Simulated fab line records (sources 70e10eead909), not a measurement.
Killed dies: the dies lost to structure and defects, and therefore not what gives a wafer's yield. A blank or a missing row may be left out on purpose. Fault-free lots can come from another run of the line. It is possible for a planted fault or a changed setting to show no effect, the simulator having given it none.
Matching of chambers | flow nand harc | NHARC_A_CHANNEL_FILL_D1_STRIP_28 on rie diel-07: 4 sister chambers
The step strips in O2, time 20 s. 7 wafers are shown with their chamber, then 7 later ones without.

## WAFERS PAIRED WITH THEIR CHAMBERS
wafer  | chamber | drypump motor current A (A) | oes product au (a.u.)
L077.4 | 0       | 6.5                         | 0.984
L079.1 | 3       | 5.6                         | 0.976
L081.4 | 3       | 5.7                         | 0.975
L081.5 | 1       | 5.0                         | 1.004
L081.6 | 2       | 5.7                         | 1.023
L082.2 | 2       | 5.7                         | 1.021
L082.4 | 1       | 5.0                         | 1.013

## WAFERS WITHOUT THEIR CHAMBER
wafer  | drypump motor current A (A) | oes product au (a.u.)
L082.6 | 5.7                         | 0.975
L085.1 | 5.0                         | 0.990
L085.3 | 6.5                         | 0.987
L085.6 | 5.7                         | 0.978
L093.1 | 5.6                         | 0.990
L093.3 | 5.7                         | 0.975
L093.5 | 6.5                         | 0.986

## THE CHAMBER EACH PASSED THROUGH
wafer  | from the rows above | in truth
L082.6 | 3                   | 3
L085.1 | 1                   | 1
L085.3 | 0                   | 0
L085.6 | 3                   | 3
L093.1 | 3                   | 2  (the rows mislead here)
L093.3 | 3                   | 3
L093.5 | 0                   | 0
Correctly placed: 6 of 7. Not placeable from these rows: 0. 1 placed wrongly.
How it was worked out, from the rows above alone: a wafer's distance from a chamber is the root of the sum, over the readings, of the square of ((its reading less the chamber's mean) divided by the reading's scatter). If the next closest chamber is less than 2 further off than the closest, the wafer can't be placed; otherwise it belongs to the closest. A chamber's mean is the mean of its shown wafers. How the scatter is found: for the shown wafers, subtract from each reading the mean of its chamber, square and add these, divide the total by (wafers less chambers), then take the root.
